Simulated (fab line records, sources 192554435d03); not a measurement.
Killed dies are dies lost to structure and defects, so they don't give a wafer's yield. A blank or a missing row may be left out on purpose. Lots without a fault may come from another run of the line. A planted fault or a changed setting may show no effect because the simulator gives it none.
Chamber matching | flow n5_finfet | N5_GATE_CUT_CMP_43 on cmp-03: 4 sister chambers
The step polishes SiO2. 4 wafers are shown with their chamber, then 9 later ones without.

WAFERS WITH THEIR CHAMBER
wafer  | chamber | motor_current_A (A)
L083.6 | 3       | 11.9
L087.1 | 2       | 12.1
L087.2 | 0       | 12.4
L087.3 | 1       | 13.4

WAFERS WITHOUT THEIR CHAMBER
wafer  | motor_current_A (A)
L086.3 | 12.0
L086.4 | 12.9
L086.6 | 10.9
L096.1 | 11.1
L096.3 | 14.1
L096.5 | 11.5
L097.1 | 11.0
L097.2 | 13.7
L097.3 | 11.4

WHICH CHAMBER EACH WENT THROUGH
wafer  | from the rows above               | in truth
L086.3 | can't be placed: 2 or 3 or 0      | 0
L086.4 | can't be placed: 0 or 1 or 2 or 3 | 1
L086.6 | can't be placed: 3 or 2 or 0      | 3
L096.1 | can't be placed: 3 or 2 or 0      | 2
L096.3 | can't be placed: 1 or 0           | 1
L096.5 | can't be placed: 3 or 2 or 0      | 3
L097.1 | can't be placed: 3 or 2 or 0      | 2
L097.2 | can't be placed: 1 or 0           | 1
L097.3 | can't be placed: 3 or 2 or 0      | 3
Placed correctly: 0 of 9. Can't be placed from these rows: 9 (the true chamber is among the candidates in 9). Placed wrongly: 0.
How it was worked out, from the rows above alone: a wafer's distance from a chamber is the root of the sum, over the readings, of the square of ((its reading less the chamber's mean) divided by the reading's scatter). The wafer belongs to the nearest chamber; if the next one is less than 2 further off, it can't be placed. A chamber's mean is the mean of its shown wafers. The scatter: with one shown wafer a chamber, the root of the mean of the squares of how far each hidden wafer lies from its nearest shown one.
